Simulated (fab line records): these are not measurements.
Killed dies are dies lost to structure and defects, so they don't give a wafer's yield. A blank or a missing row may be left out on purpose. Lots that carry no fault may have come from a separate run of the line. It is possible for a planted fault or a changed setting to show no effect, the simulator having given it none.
What tool caused it? | flow nandHarc | 23 lots with 69 wafers sampled at 6 steps, on a route of 1302 steps

## WHAT THE GAUGES SHOWED, per wafer
NHARC_A_SLIT_CD_MEAS_21. Usual: cdNm at 289.6 nm, with a standard deviation of 0.64.
lot  | measured     | on       | cdNm (nm)         | flag
L074 | day 20 04:40 | cdSem-01 | 290.1 289.3 290.6 | 
L076 | day 20 14:12 | cdSem-02 | 289.6 290.1 289.8 | 
L075 | day 20 14:22 | cdSem-03 | 288.5 289.6 289.0 | 
L078 | day 21 19:55 | cdSem-01 | 290.0 290.2 289.7 | 
L077 | day 21 16:08 | cdSem-03 | 289.3 288.8 289.5 | 
L080 | day 22 00:52 | cdSem-01 | 289.7 289.7 290.0 | 
L079 | day 21 16:14 | cdSem-01 | 289.5 289.9 289.5 | 
L082 | day 22 23:14 | cdSem-02 | 290.4 289.7 289.8 | 
L081 | day 22 23:02 | cdSem-03 | 289.3 288.6 289.4 | 
L083 | day 23 17:34 | cdSem-03 | 290.1 289.6 289.9 | 
L084 | day 24 05:25 | cdSem-03 | 290.2 289.6 289.9 | 
L085 | day 24 08:47 | cdSem-02 | 290.2 290.4 289.5 | 
L086 | day 25 01:49 | cdSem-01 | 289.5 289.8 289.0 | 
L087 | day 25 09:49 | cdSem-01 | 289.2 289.3 289.8 | 
L088 | day 26 02:43 | cdSem-03 | 290.3 290.6 291.0 | 
L089 | day 25 22:55 | cdSem-03 | 290.3 289.7 289.8 | 
L090 | day 27 00:16 | cdSem-02 | 288.5 288.5 288.6 | 
L092 | day 27 14:16 | cdSem-03 | 289.1 290.0 289.5 | 
L091 | day 27 10:37 | cdSem-02 | 289.8 288.3 288.8 | 
L093 | day 27 10:29 | cdSem-01 | 289.5 289.8 289.4 | 
L095 | day 28 21:18 | cdSem-02 | 288.0 288.4 288.7 | 
L097 | day 29 16:41 | cdSem-03 | 289.1 290.0 290.1 | 
L096 | day 30 12:56 | cdSem-03 | 289.9 290.3 290.2 | 

## WHAT TOOL EACH LOT RAN ON (gives the tool, then ch and the chambers of the sampled wafers, and finally the start)
lot  | NHARC_A_STAIRCASE_DESCUM_252      | NHARC_A_STAIRCASE_HM_DEP_456 | NHARC_A_STAIRCASE_DESCUM_291      | NHARC_A_SGD_CUT_ETCH_15                      | NHARC_A_SLIT_STRIP_18
L074 | rieDiel-01 ch 2,3, day 16 12:16   | aclDep-03 ch 0, day 16 14:11 | rieDiel-09 ch 0,1, day 16 21:52   | rieDiel-05 ch 0,1, day 20 04:40 or earlier   | rieDiel-13 ch 0,1,2, day 20 04:40 or earlier
L076 | rieDiel-01 ch 1,2, day 16 18:07   | aclDep-02 ch 0, day 16 20:41 | rieDiel-01 ch 0,2,3, day 17 09:07 | rieDiel-05 ch 0,1, day 20 14:12 or earlier   | rieDiel-13 ch 0,2, day 20 14:12 or earlier
L075 | rieDiel-01 ch 2,3, day 16 18:24   | aclDep-03 ch 0, day 16 21:10 | rieDiel-06 ch 1,2,3, day 17 10:52 | rieDiel-04 ch 1,3, day 20 14:22 or earlier   | rieDiel-02 ch 1,2,3, day 20 14:22 or earlier
L078 | rieDiel-09 ch 0,2,3, day 17 19:38 | aclDep-03 ch 0, day 17 20:37 | rieDiel-06 ch 0,1,2, day 18 05:11 | rieDiel-05 ch 0,2,3, day 21 19:55 or earlier | rieDiel-03 ch 0,1,3, day 21 19:55 or earlier
L077 | rieDiel-09 ch 1,2,3, day 17 20:01 | aclDep-02 ch 0, day 17 20:59 | rieDiel-09 ch 1,2,3, day 18 05:47 | rieDiel-04 ch 0,1,2, day 21 16:08 or earlier | rieDiel-13 ch 0,1,3, day 21 16:08 or earlier
L080 | rieDiel-09 ch 1,2, day 18 04:26   | aclDep-02 ch 0, day 18 05:30 | rieDiel-09 ch 1,2,3, day 18 14:23 | rieDiel-04 ch 0,3, day 22 00:52 or earlier   | rieDiel-03 ch 0,1,3, day 22 00:52 or earlier
L079 | rieDiel-09 ch 0,2,3, day 18 04:59 | aclDep-02 ch 0, day 18 07:22 | rieDiel-01 ch 0,1,2, day 18 16:33 | rieDiel-04 ch 0,2,3, day 21 16:14 or earlier | rieDiel-03 ch 0,1,3, day 21 16:14 or earlier
L082 | rieDiel-01 ch 2,3, day 19 06:11   | aclDep-02 ch 0, day 19 07:10 | rieDiel-06 ch 1,2, day 19 15:52   | rieDiel-10 ch 1,2,3, day 22 23:14 or earlier | rieDiel-03 ch 0,1, day 22 23:14 or earlier
L081 | rieDiel-09 ch 0,2,3, day 19 09:10 | aclDep-02 ch 0, day 19 10:54 | rieDiel-06 ch 0,2,3, day 19 20:37 | rieDiel-04 ch 1,2,3, day 22 23:02 or earlier | rieDiel-02 ch 0,1,2, day 22 23:02 or earlier
L083 | rieDiel-01 ch 1,3, day 19 15:28   | aclDep-01 ch 0, day 19 17:22 | rieDiel-09 ch 0,1, day 20 05:17   | rieDiel-05 ch 0,2,3, day 23 17:34 or earlier | rieDiel-02 ch 1,2, day 23 17:34 or earlier
L084 | rieDiel-09 ch 0,1, day 20 10:36   | aclDep-01 ch 0, day 20 12:26 | rieDiel-06 ch 0,1, day 21 00:59   | rieDiel-10 ch 0,1, day 24 05:25 or earlier   | rieDiel-13 ch 0,1, day 24 05:25 or earlier
L085 | rieDiel-09 ch 0,1,3, day 20 11:04 | aclDep-01 ch 0, day 20 13:59 | rieDiel-06 ch 0,1,2, day 20 22:38 | rieDiel-10 ch 0,1,2, day 24 08:47 or earlier | rieDiel-03 ch 0,1,3, day 24 08:47 or earlier
L086 | rieDiel-09 ch 0,2,3, day 20 23:43 | aclDep-02 ch 0, day 21 01:18 | rieDiel-06 ch 0,1,3, day 21 15:28 | rieDiel-10 ch 0,1,3, day 25 01:49 or earlier | rieDiel-03 ch 1,3, day 25 01:49 or earlier
L087 | rieDiel-01 ch 1,3, day 21 18:26   | aclDep-01 ch 0, day 21 21:31 | rieDiel-06 ch 0,1, day 22 06:45   | rieDiel-10 ch 0,2,3, day 25 09:49 or earlier | rieDiel-03 ch 1,2,3, day 25 09:49 or earlier
L088 | rieDiel-09 ch 0,2,3, day 22 08:05 | aclDep-03 ch 0, day 22 09:23 | rieDiel-06 ch 0,2,3, day 22 18:38 | rieDiel-05 ch 0,1,2, day 26 02:43 or earlier | rieDiel-03 ch 1,2, day 26 02:43 or earlier
L089 | rieDiel-09 ch 0,1,2, day 22 08:19 | aclDep-01 ch 0, day 22 09:40 | rieDiel-01 ch 0,1,2, day 22 18:54 | rieDiel-10 ch 0,1,3, day 25 22:55 or earlier | rieDiel-03 ch 0,1,2, day 25 22:55 or earlier
L090 | rieDiel-01 ch 1,2,3, day 22 21:13 | aclDep-03 ch 0, day 22 23:55 | rieDiel-06 ch 1,2,3, day 23 10:53 | rieDiel-04 ch 0,2, day 27 00:16 or earlier   | rieDiel-13 ch 0,2,3, day 27 00:16 or earlier
L092 | rieDiel-06 ch 0,1,3, day 23 13:49 | aclDep-01 ch 0, day 23 15:35 | rieDiel-06 ch 1,2, day 24 00:14   | rieDiel-05 ch 0,1, day 27 14:16 or earlier   | rieDiel-13 ch 0,3, day 27 14:16 or earlier
L091 | rieDiel-01 ch 2,3, day 23 14:07   | aclDep-03 ch 0, day 23 17:42 | rieDiel-09 ch 2,3, day 24 02:51   | rieDiel-10 ch 0,3, day 27 10:37 or earlier   | rieDiel-02 ch 1,2, day 27 10:37 or earlier
L093 | rieDiel-06 ch 1,2, day 23 18:35   | aclDep-03 ch 0, day 23 19:53 | rieDiel-01 ch 0,1,3, day 24 08:42 | rieDiel-04 ch 0,1,2, day 27 10:29 or earlier | rieDiel-13 ch 0,1, day 27 10:29 or earlier
L095 | rieDiel-06 ch 0,1, day 25 01:37   | aclDep-03 ch 0, day 25 03:19 | rieDiel-06 ch 0,3, day 25 11:49   | rieDiel-10 ch 2,3, day 28 21:18 or earlier   | rieDiel-13 ch 2,3, day 28 21:18 or earlier
L097 | rieDiel-06 ch 0,1,3, day 25 23:24 | aclDep-01 ch 0, day 26 01:10 | rieDiel-01 ch 0,2, day 26 12:38   | rieDiel-10 ch 0,1,3, day 29 16:41 or earlier | rieDiel-02 ch 0,2,3, day 29 16:41 or earlier
L096 | rieDiel-09 ch 0,1,2, day 26 03:41 | aclDep-01 ch 0, day 26 07:59 | rieDiel-09 ch 0,2,3, day 26 21:48 | rieDiel-04 ch 0,1,2, day 30 12:56 or earlier | rieDiel-03 ch 0,1,3, day 30 12:56 or earlier
- NHARC_A_STAIRCASE_DESCUM_252: chemistry O2, time 3 s.
- NHARC_A_STAIRCASE_HM_DEP_456: deposits aC, target thk 3100 nm.
- NHARC_A_STAIRCASE_DESCUM_291: chemistry O2, time 3 s.
- NHARC_A_SGD_CUT_ETCH_15: etches the open film in CH3F/O2, target depth 75 nm, time 64.3 s.
- NHARC_A_SLIT_STRIP_18: strips in O2.

## AS READ BY THE TOOLS THEMSELVES (means over the sampled wafers that have a number; for cases with no such wafer, the mark the record gives instead)
NHARC_A_STAIRCASE_DESCUM_252. Usual: drypumpMotorCurrentA 5.7 A, standard deviation 0.51; oesProductAu 1.000 a.u., standard deviation 0.007; rfVppV 57.7 V, standard deviation 0.91; showerheadPlenumPTorr 1.91 Torr, standard deviation 0.099; throttleValvePct 11.311 %, standard deviation 0.0089.
lot  | tool       | drypumpMotorCurrentA (A) | oesProductAu (a.u.) | rfVppV (V) | showerheadPlenumPTorr (Torr) | throttleValvePct (%) | flag
L074 | rieDiel-01 | 5.7                      | 1.002               | 58.5       | 1.98                         | 11.305               | 
L076 | rieDiel-01 | 5.6                      | 0.987               | 58.2       | 2.01                         | 11.320               | 
L075 | rieDiel-01 | 5.8                      | 1.000               | 56.8       | 1.89                         | 11.303               | 
L078 | rieDiel-09 | 6.2                      | 0.995               | 58.4       | 1.93                         | 11.304               | 
L077 | rieDiel-09 | 5.7                      | 0.995               | 58.5       | 1.97                         | 11.303               | 
L080 | rieDiel-09 | 5.6                      | 1.001               | 58.3       | 2.02                         | 11.301               | 
L079 | rieDiel-09 | 6.2                      | 1.001               | 57.9       | 1.93                         | 11.308               | 
L082 | rieDiel-01 | 5.8                      | 1.008               | 58.1       | 1.97                         | 11.304               | 
L081 | rieDiel-09 | 6.2                      | 0.998               | 58.4       | 1.92                         | 11.314               | 
L083 | rieDiel-01 | 5.7                      | 0.997               | 57.7       | 1.84                         | 11.307               | 
L084 | rieDiel-09 | 5.6                      | 0.989               | 57.6       | 1.84                         | 11.312               | 
L085 | rieDiel-09 | 5.7                      | 1.003               | 58.2       | 1.88                         | 11.316               | 
L086 | rieDiel-09 | 6.2                      | 0.998               | 57.5       | 1.92                         | 11.316               | 
L087 | rieDiel-01 | 5.6                      | 1.001               | 57.8       | 1.87                         | 11.308               | 
L088 | rieDiel-09 | 6.2                      | 0.999               | 57.9       | 1.92                         | 11.321               | 
L089 | rieDiel-09 | 5.6                      | 1.002               | 58.3       | 1.92                         | 11.305               | 
L090 | rieDiel-01 | 5.6                      | 1.000               | 57.5       | 1.91                         | 11.316               | 
L092 | rieDiel-06 | 5.7                      | 1.006               | 57.4       | 1.80                         | 11.317               | 
L091 | rieDiel-01 | 5.7                      | 1.003               | 58.1       | 1.96                         | 11.310               | 
L093 | rieDiel-06 | 6.2                      | 1.000               | 57.4       | 1.94                         | 11.303               | 
L095 | rieDiel-06 | 5.6                      | 1.005               | 57.4       | 1.80                         | 11.317               | 
L097 | rieDiel-06 | 5.7                      | 1.007               | 57.6       | 1.79                         | 11.309               | 
L096 | rieDiel-09 | 5.6                      | 1.003               | 57.9       | 1.91                         | 11.317               | 

NHARC_A_STAIRCASE_HM_DEP_456. Usual: throttleValvePct at 34.999 %, with a standard deviation of 0.009.
lot  | tool      | throttleValvePct (%) | flag
L074 | aclDep-03 | 34.998               | 
L076 | aclDep-02 | 34.996               | 
L075 | aclDep-03 | 34.997               | 
L078 | aclDep-03 | 35.015               | 
L077 | aclDep-02 | 35.007               | 
L080 | aclDep-02 | 35.008               | 
L079 | aclDep-02 | 34.989               | 
L082 | aclDep-02 | 34.999               | 
L081 | aclDep-02 | 34.996               | 
L083 | aclDep-01 | 35.002               | 
L084 | aclDep-01 | 34.996               | 
L085 | aclDep-01 | 34.993               | 
L086 | aclDep-02 | 35.010               | 
L087 | aclDep-01 | 34.997               | 
L088 | aclDep-03 | 34.994               | 
L089 | aclDep-01 | 34.997               | 
L090 | aclDep-03 | 34.998               | 
L092 | aclDep-01 | 34.999               | 
L091 | aclDep-03 | 34.998               | 
L093 | aclDep-03 | 35.002               | 
L095 | aclDep-03 | 34.989               | 
L097 | aclDep-01 | 34.996               | 
L096 | aclDep-01 | 34.997               | 

NHARC_A_STAIRCASE_DESCUM_291. Usual: drypumpMotorCurrentA 5.7 A, standard deviation 0.49; oesProductAu 1.002 a.u., standard deviation 0.0074; rfVppV 57.6 V, standard deviation 1; showerheadPlenumPTorr 1.88 Torr, standard deviation 0.094; throttleValvePct 11.310 %, standard deviation 0.0091.
lot  | tool       | drypumpMotorCurrentA (A) | oesProductAu (a.u.) | rfVppV (V) | showerheadPlenumPTorr (Torr) | throttleValvePct (%) | flag
L074 | rieDiel-09 | 5.6                      | 1.006               | 56.9       | 1.85                         | 11.312               | 
L076 | rieDiel-01 | 5.6                      | 0.999               | 58.5       | 1.92                         | 11.306               | 
L075 | rieDiel-06 | 6.1                      | 0.996               | 58.0       | 1.89                         | 11.308               | 
L078 | rieDiel-06 | 5.9                      | 1.000               | 56.7       | 1.89                         | 11.314               | 
L077 | rieDiel-09 | 5.7                      | 1.005               | 57.7       | 1.97                         | 11.308               | 
L080 | rieDiel-09 | 5.8                      | 1.002               | 57.9       | 1.97                         | 11.317               | 
L079 | rieDiel-01 | 5.5                      | 0.997               | 58.4       | 1.94                         | 11.309               | 
L082 | rieDiel-06 | 6.2                      | 1.000               | 57.0       | 1.89                         | 11.313               | 
L081 | rieDiel-06 | 5.7                      | 1.004               | 57.9       | 1.87                         | 11.312               | 
L083 | rieDiel-09 | 5.6                      | 0.998               | 57.6       | 1.84                         | 11.308               | 
L084 | rieDiel-06 | 5.6                      | 0.993               | 57.4       | 1.81                         | 11.318               | 
L085 | rieDiel-06 | 5.9                      | 1.002               | 56.2       | 1.88                         | 11.304               | 
L086 | rieDiel-06 | 5.7                      | 1.011               | 58.0       | 1.80                         | 11.312               | 
L087 | rieDiel-06 | 5.6                      | 1.005               | 57.2       | 1.81                         | 11.307               | 
L088 | rieDiel-06 | 5.6                      | 1.005               | 57.3       | 1.87                         | 11.301               | 
L089 | rieDiel-01 | 5.5                      | 1.007               | 57.5       | 1.93                         | 11.303               | 
L090 | rieDiel-06 | 6.0                      | 1.001               | 57.1       | 1.87                         | 11.318               | 
L092 | rieDiel-06 | 6.2                      | 1.001               | 58.4       | 1.94                         | 11.311               | 
L091 | rieDiel-09 | 6.2                      | 0.997               | 58.3       | 2.01                         | 11.315               | 
L093 | rieDiel-01 | 5.6                      | 0.992               | 57.7       | 1.85                         | 11.307               | 
L095 | rieDiel-06 | 5.3                      | 1.008               | 57.4       | 1.79                         | 11.311               | 
L097 | rieDiel-01 | 5.6                      | 1.002               | 57.7       | 1.98                         | 11.320               | 
L096 | rieDiel-09 | 6.2                      | 0.999               | 57.3       | 1.91                         | 11.305               | 

NHARC_A_SGD_CUT_ETCH_15. Usual: biasW 100.01 W, standard deviation 0.27; drypumpMotorCurrentA 5.8 A, standard deviation 0.47; oesProductAu 0.963 a.u., standard deviation 0.016; rfVppV 262.9 V, standard deviation 1.7; showerheadPlenumPTorr 2.39 Torr, standard deviation 0.1; throttleValvePct 20.664 %, standard deviation 0.0092.
lot  | tool       | biasW (W) | drypumpMotorCurrentA (A) | oesProductAu (a.u.) | rfVppV (V) | showerheadPlenumPTorr (Torr) | throttleValvePct (%) | flag
L074 | rieDiel-05 | 99.95     | 5.1                      | 0.974               | 262.6      | 2.39                         | 20.666               | 
L076 | rieDiel-05 | 100.21    | 5.1                      | 0.967               | 262.3      | 2.39                         | 20.663               | 
L075 | rieDiel-04 | 100.21    | 5.7                      | 0.968               | 262.1      | 2.35                         | 20.665               | 
L078 | rieDiel-05 | 100.05    | 5.5                      | 0.953               | 264.4      | 2.51                         | 20.657               | 
L077 | rieDiel-04 | 100.18    | 5.9                      | 0.971               | 262.6      | 2.38                         | 20.664               | 
L080 | rieDiel-04 | 100.16    | 5.8                      | 0.978               | 263.0      | 2.43                         | 20.667               | 
L079 | rieDiel-04 | 99.77     | 6.0                      | 0.952               | 262.8      | 2.41                         | 20.669               | 
L082 | rieDiel-10 | 99.80     | 5.8                      | 0.969               | 263.0      | 2.38                         | 20.661               | 
L081 | rieDiel-04 | 99.97     | 5.9                      | 0.979               | 261.3      | 2.35                         | 20.663               | 
L083 | rieDiel-05 | 100.24    | 5.5                      | 0.975               | 264.4      | 2.51                         | 20.674               | 
L084 | rieDiel-10 | 100.26    | 5.7                      | 0.942               | 263.9      | 2.47                         | 20.659               | 
L085 | rieDiel-10 | 100.07    | 5.8                      | 0.971               | 263.3      | 2.39                         | 20.668               | 
L086 | rieDiel-10 | 99.98     | 6.0                      | 0.965               | 262.8      | 2.39                         | 20.659               | 
L087 | rieDiel-10 | 100.15    | 6.2                      | 0.966               | 261.8      | 2.31                         | 20.661               | 
L088 | rieDiel-05 | 100.01    | 5.3                      | 0.963               | 263.8      | 2.45                         | 20.669               | 
L089 | rieDiel-10 | 100.10    | 6.0                      | 0.945               | 262.8      | 2.39                         | 20.660               | 
L090 | rieDiel-04 | 99.84     | 6.0                      | 0.967               | 263.1      | 2.44                         | 20.667               | 
L092 | rieDiel-05 | 99.68     | 5.0                      | 0.918               | 263.9      | 2.49                         | 20.658               | 
L091 | rieDiel-10 | 100.21    | 6.4                      | 0.975               | 261.3      | 2.30                         | 20.659               | 
L093 | rieDiel-04 | 99.96     | 5.9                      | 0.949               | 263.2      | 2.38                         | 20.671               | 
L095 | rieDiel-10 | 99.96     | 6.1                      | 0.978               | 260.8      | 2.29                         | 20.655               | 
L097 | rieDiel-10 | 99.90     | 6.0                      | 0.979               | 261.9      | 2.39                         | 20.657               | 
L096 | rieDiel-04 | 99.86     | 5.9                      | 0.965               | 263.6      | 2.38                         | 20.667               | 

NHARC_A_SLIT_STRIP_18. Usual: drypumpMotorCurrentA 5.8 A, standard deviation 0.53; oesProductAu 0.997 a.u., standard deviation 0.0084; rfVppV 57.7 V, standard deviation 0.91; showerheadPlenumPTorr 3.54 Torr, standard deviation 0.15; throttleValvePct 17.036 %, standard deviation 0.0097.
lot  | tool       | drypumpMotorCurrentA (A) | oesProductAu (a.u.) | rfVppV (V) | showerheadPlenumPTorr (Torr) | throttleValvePct (%) | flag
L074 | rieDiel-13 | 5.7                      | 0.994               | 56.9       | 3.50                         | 17.048               | 
L076 | rieDiel-13 | 5.7                      | 1.002               | 57.7       | 3.52                         | 17.034               | 
L075 | rieDiel-02 | 5.8                      | 0.990               | 57.9       | 3.52                         | 17.034               | 
L078 | rieDiel-03 | 5.4                      | 1.004               | 58.2       | 3.52                         | 17.040               | 
L077 | rieDiel-13 | 6.1                      | 0.995               | 57.5       | 3.53                         | 17.046               | 
L080 | rieDiel-03 | 5.4                      | 0.998               | 57.3       | 3.52                         | 17.039               | 
L079 | rieDiel-03 | 5.4                      | 1.006               | 57.7       | 3.52                         | 17.037               | 
L082 | rieDiel-03 | 5.4                      | 0.999               | 57.7       | 3.61                         | 17.036               | 
L081 | rieDiel-02 | 6.0                      | 0.999               | 57.8       | 3.61                         | 17.038               | 
L083 | rieDiel-02 | 5.8                      | 0.997               | 57.4       | 3.56                         | 17.037               | 
L084 | rieDiel-13 | 6.0                      | 0.992               | 58.5       | 3.57                         | 17.034               | 
L085 | rieDiel-03 | 5.4                      | 1.001               | 58.2       | 3.52                         | 17.033               | 
L086 | rieDiel-03 | 5.3                      | 0.999               | 57.9       | 3.42                         | 17.036               | 
L087 | rieDiel-03 | 5.6                      | 0.991               | 58.4       | 3.56                         | 17.041               | 
L088 | rieDiel-03 | 5.3                      | 0.994               | 58.2       | 3.68                         | 17.044               | 
L089 | rieDiel-03 | 5.7                      | 1.003               | 57.9       | 3.65                         | 17.036               | 
L090 | rieDiel-13 | 5.8                      | 0.989               | 57.9       | 3.44                         | 17.044               | 
L092 | rieDiel-13 | 6.0                      | 0.987               | 58.0       | 3.55                         | 17.034               | 
L091 | rieDiel-02 | 5.8                      | 1.007               | 58.2       | 3.56                         | 17.039               | 
L093 | rieDiel-13 | 6.0                      | 0.981               | 57.5       | 3.57                         | 17.030               | 
L095 | rieDiel-13 | 5.5                      | 0.992               | 57.4       | 3.34                         | 17.044               | 
L097 | rieDiel-02 | 5.8                      | 0.997               | 57.6       | 3.47                         | 17.025               | 
L096 | rieDiel-03 | 5.4                      | 0.999               | 57.9       | 3.51                         | 17.031               | 

## THE ANSWER, worked out from the rows above alone
Rule: a lot is off if the mean of its wafers that have a number lies more than 3 standard deviations from the usual mean. Also off: a lot with no number at a reading for which 4 or more lots have one. All remaining lots with rows at the step are treated as sound. After the gauges, taken in route order, come the tools' own readings; for these a lot's mean is taken, as printed above. The first step at which some lot is off is used, and at that step the reading that is off furthest; a lot without a number counts as furthest.
None of the lots is off at any reading shown; this tells nothing.

## WHAT WAS PUT IN BY THE SIMULATOR
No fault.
